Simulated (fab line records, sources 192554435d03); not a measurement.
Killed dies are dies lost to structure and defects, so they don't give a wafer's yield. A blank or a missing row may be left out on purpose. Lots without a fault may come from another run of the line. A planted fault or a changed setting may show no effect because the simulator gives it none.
Problem report in the 8D (eight disciplines) form, filled by code | flow n5_finfet | the parts of the form that need people (team, actions taken, sign-off) are left out

1. THE PROBLEM
head_pressure_psi at N5_ILD0_CMP_12 reads a mean of 2.662 psi on 2 wafers of 2 lots; wafers without a fault read 2.500 psi with a standard deviation of 0.0053. That is +31 standard deviations from the usual mean.
The step: polishes SiNx, stops on poly-Si, t overpolish 6 s, target thk 17.67 nm.
First seen on wafer L329.1, day 8 01:40, on cmp-02. The record holds 30 wafers of 10 lots with a number at this step. Rule for "out", or "out of limits": more than 4 standard deviations from the usual mean. The other wafers with a number count as sound.

2. WHAT IT IS AND WHAT IT IS NOT
question                    | is                | is not
which readings at this step | head_pressure_psi | motor_current_A, overpolish_run_s, time_to_endpoint_s
which lots                  | L329, L330        | L312, L313, L314, L318, L322, L331, L333, L335
which wafers of those lots  | L329.1, L330.1    | L329.4, L329.6, L330.4, L330.5
read on which tools         | cmp-02            | cmp-01, cmp-04
when                        | from day 8 01:40  | up to then (17 sound wafers); but 11 sound wafers of L330, L331, L333, L335 came after

3. SUSPECTS, AND WHAT RULES EACH OUT
Counting: a tool at a process step up to the reading stays a suspect if it ran every lot that is out. Sound lots after the first of them don't rule it out here, since some wafers of a struck lot are sound.
- cmp-02 at N5_ILD0_CMP_12 (polishes SiNx, stops on poly-Si, t overpolish 6 s, target thk 17.67 nm): kept. It ran every lot that is out, first L329 (day 8 01:40); its last sound lot up to then is L322 (day 6 07:10). Its own readings are out on those wafers: head_pressure_psi.
- Within cmp-02 at N5_ILD0_CMP_12: the wafers that are out ran in chamber 1; their sound lot-mates ran in chambers 2, 3.
Left after counting: cmp-02 at N5_ILD0_CMP_12.

4. THE CAUSE (what the simulator had put in)
Process parameter drift: cmp-02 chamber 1, from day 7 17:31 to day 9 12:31, at N5_ILD0_CMP_12. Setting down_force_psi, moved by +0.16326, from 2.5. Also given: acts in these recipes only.
Counting left only this tool.

5. THE CHAIN OF EFFECTS, in route order
Each row: a reading whose mean over the struck wafers that have a number lies more than 3 standard deviations from the usual. Only readings for which the record gives a usual standard deviation are gone through. hours: the time from each lot's start at the first step in this table that gives one to its start at this step, as a median over the lots. sigmas: the change in usual standard deviations.
hours | step           | reading           | usual     | on struck wafers | change | sigmas
0     | N5_ILD0_CMP_12 | head_pressure_psi | 2.500 psi | 2.662            | +0.162 | +31
The process steps in it:
- N5_ILD0_CMP_12: polishes SiNx, stops on poly-Si, t overpolish 6 s, target thk 17.67 nm.
Later measuring or inspecting steps at which every struck wafer that the step has a row for has a number for every such reading, and none has moved that far: N5_BEOL_M4_RC_MEAS_101.

6. WHAT WOULD HAVE CAUGHT IT SOONER
In this record the first reading out of limits was taken at day 8 01:40, 8 hours after the fault began at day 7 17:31.
